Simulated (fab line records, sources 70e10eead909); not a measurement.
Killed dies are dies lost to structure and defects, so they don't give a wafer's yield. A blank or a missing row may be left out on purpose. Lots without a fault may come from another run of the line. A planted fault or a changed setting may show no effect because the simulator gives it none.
One fault seen from 2 desks | flow nand_harc | each desk has only its own numbers; what lay behind them comes last

THE TOOL OWNER'S DESK: rie_diel-12
The tool's own readings at NHARC_A_BONDPAD_ETCH_34 (etches the open film in N2/H2, target depth 60 nm, overetch 18 nm, time 65.91 s): means of the sampled wafers that have a number, for each lot that ran on this tool. A lot is out of limits, marked OUT, if its mean lies more than 4 standard deviations from the usual mean; the brackets give that distance.
Columns: A = bias_w at NHARC_A_BONDPAD_ETCH_34, usual 150.0 W; B = chamber_pressure_mTorr at NHARC_A_BONDPAD_ETCH_34, usual 29.998 mTorr; C = drypump_motor_current_A at NHARC_A_BONDPAD_ETCH_34, usual 5.5 A; D = oes_product_au at NHARC_A_BONDPAD_ETCH_34, usual 1.008 a.u.; E = rf_vpp_V at NHARC_A_BONDPAD_ETCH_34, usual 430.6 V; F = showerhead_plenum_p_Torr at NHARC_A_BONDPAD_ETCH_34, usual 2.04 Torr; G = throttle_valve_pct at NHARC_A_BONDPAD_ETCH_34, usual 14.170 %
lot  | first seen here | A     | B      | C   | D                | E     | F    | G
L920 | day 22 17:05    | 149.7 | 29.998 | 4.9 | 0.998            | 430.7 | 1.99 | 14.174
L922 | day 23 19:42    | 149.9 | 30.027 | 5.2 | 1.009            | 429.8 | 2.04 | 14.169
L926 | day 25 08:07    | 150.2 | 30.010 | 5.2 | 1.008            | 430.1 | 2.04 | 14.170
L928 | day 26 07:27    | 150.4 | 30.001 | 4.9 | 1.011            | 428.8 | 1.99 | 14.162
L927 | day 26 12:53    | 150.2 | 30.023 | 6.0 | 1.019            | 432.0 | 2.07 | 14.169
L930 | day 27 11:40    | 150.3 | 29.965 | 5.5 | 1.000            | 430.0 | 2.02 | 14.164
L935 | day 29 23:08    | 150.1 | 29.998 | 5.6 | 0.902 (-8.8) OUT | 431.7 | 2.09 | 14.169
L942 | day 32 05:06    | 150.0 | 29.982 | 5.1 | 1.017            | 429.2 | 1.97 | 14.169
L943 | day 32 06:11    | 150.1 | 30.007 | 5.6 | 1.004            | 432.3 | 2.09 | 14.168
This desk's finding: out of limits on L935; first on L935, day 29 23:08 (oes_product_au at NHARC_A_BONDPAD_ETCH_34). In limits: L920, L922, L926, L928, L927, L930, L942, L943.

THE METROLOGY DESK
What the gauges read, lot by lot, whatever tool the lot ran on: means of the sampled wafers that have a number. A lot is out of limits, marked OUT, if its mean lies more than 4 standard deviations from the usual mean; the brackets give that distance.
Columns: A = thk_nm at NHARC_A_M1_THK_MEAS_24, usual 154.0 nm; B = thk_nm at NHARC_A_BONDPAD_THK_MEAS_30, usual 199.5 nm
lot  | first seen here | A     | B
L920 | day 22 14:49    | 153.6 | 199.4
L922 | day 23 17:20    | 154.8 | 199.9
L924 | day 24 09:59    | 155.9 | 200.5
L926 | day 25 05:44    | 153.7 | 200.9
L928 | day 26 05:04    | 152.5 | 199.5
L927 | day 26 10:30    | 153.8 | 199.0
L930 | day 27 09:17    | 155.6 | 199.6
L935 | day 29 20:47    | 154.6 | 199.3
L941 | day 31 14:02    | 152.9 | 198.9
L942 | day 32 02:49    | 153.9 | 200.7
L943 | day 32 03:47    | 152.8 | 200.9
This desk's finding: nothing out of limits on any of the 11 lots.

PUT TOGETHER
The tool owner's desk could have raised an alarm at day 29 23:08, on L935.
The metrology desk saw nothing out of limits.
The metrology desk has L935 on record, within its limits.
Of the lots named, all ran NHARC_A_BONDPAD_ETCH_34 on rie_diel-12.

WHAT THE SIMULATOR HAD PUT IN
Process parameter drift: rie_diel-12, from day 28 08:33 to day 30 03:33, at NHARC_A_BONDPAD_ETCH_34. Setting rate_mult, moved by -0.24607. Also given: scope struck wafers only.
Lots struck among those shown: L935.
Hours from the fault's start to each desk's first reading out of limits: the tool owner's desk, 39.
